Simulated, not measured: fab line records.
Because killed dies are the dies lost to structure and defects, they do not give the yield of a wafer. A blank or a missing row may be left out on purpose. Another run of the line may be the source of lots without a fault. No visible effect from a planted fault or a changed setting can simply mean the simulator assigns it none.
Problem report in the 8D (eight disciplines) form, filled by code -- flow n5_finfet -- the parts of the form that need people (team, actions taken, sign-off) are left out

1. WHAT IS WRONG
A mean of 49.73 rpm is read at N5_ILD0_CMP_03 for platen_rpm, taken on 1 wafer of 1 lot, against 51.80 rpm (standard deviation 0.032) on wafers free of any fault. That puts it -65 standard deviations away from the usual mean.
The step: polishes, stops on SiNx, t overpolish 1.9 s, target thk 197.38 nm.
The first sign was on wafer L910.4 at day 6 03:16, on cmp-03. The record has a number at this step for 36 wafers belonging to 12 lots. Rule for "out", or "out of limits": more than 4 standard deviations from the usual mean. The other wafers with a number count as sound.

2. WHAT IT IS; WHAT IT IS NOT
question,is,is not
which readings at this step,platen_rpm,"motor_current_A, overpolish_run_s, pad_life_wafers, time_to_endpoint_s"
which lots,L910,"L900, L901, L902, L905, L906, L907, L908, L909, L917, L920, L922"
which wafers of those lots,L910.4,"L910.5, L910.6"
read on which tools,cmp-03,"cmp-02, cmp-04"
when,from day 6 03:16,"up to then (26 sound wafers); but 9 sound wafers of L917, L920, L922 came after"

3. WHAT RULES OUT EACH SUSPECT
Counting: if a tool at a process step up to the reading ran every lot that is out, it stays a suspect. Sound lots after the first of them don't rule it out here, since some wafers of a struck lot are sound.
- cmp-03 at N5_ILD0_CMP_03 (polishes, stops on SiNx, t overpolish 1.9 s, target thk 197.38 nm): kept. It processed L910, the lot that is out, at day 6 03:16, and its most recent sound lot before then was L909 at day 5 21:57. Out on those wafers are its own readings of platen_rpm.
- In cmp-03 at N5_ILD0_CMP_03, the wafers that are out were processed in chamber 2 and their sound lot-mates in chambers 0, 1.
Remaining after the count: cmp-03 at N5_ILD0_CMP_03.

4. THE CAUSE (what the simulator had put in)
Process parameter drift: cmp-03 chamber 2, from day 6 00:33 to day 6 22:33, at N5_ILD0_CMP_03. Setting platen_rpm, moved by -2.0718, from 51.796. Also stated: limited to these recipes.
Counting left only this tool.

5. THE CHAIN OF EFFECTS, in route order
Rows list readings where the struck wafers' mean (over those with a number) sits beyond 3 standard deviations from the usual. Scope: only readings with a usual standard deviation given in the record; hours: median across lots of the time from each lot's start at the first step in this table that gives one to its start at this step; sigmas: change in usual standard deviations.
hours,step,reading,usual,on struck wafers,change,sigmas
0,N5_ILD0_CMP_03,platen_rpm,51.80 rpm,49.73,-2.07,-65
Here are the process steps it includes:
- N5_ILD0_CMP_03: polishes, stops on SiNx, t overpolish 1.9 s, target thk 197.38 nm.
Later steps that measure or inspect, where all struck wafers having a row at the step show a number for every such reading and not one has moved that far: N5_ILD0_THK_MEAS_04.

6. WHAT WOULD HAVE CAUGHT IT SOONER
3 hours passed between the start of the fault at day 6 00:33 and the first reading out of limits in this record, taken at day 6 03:16.
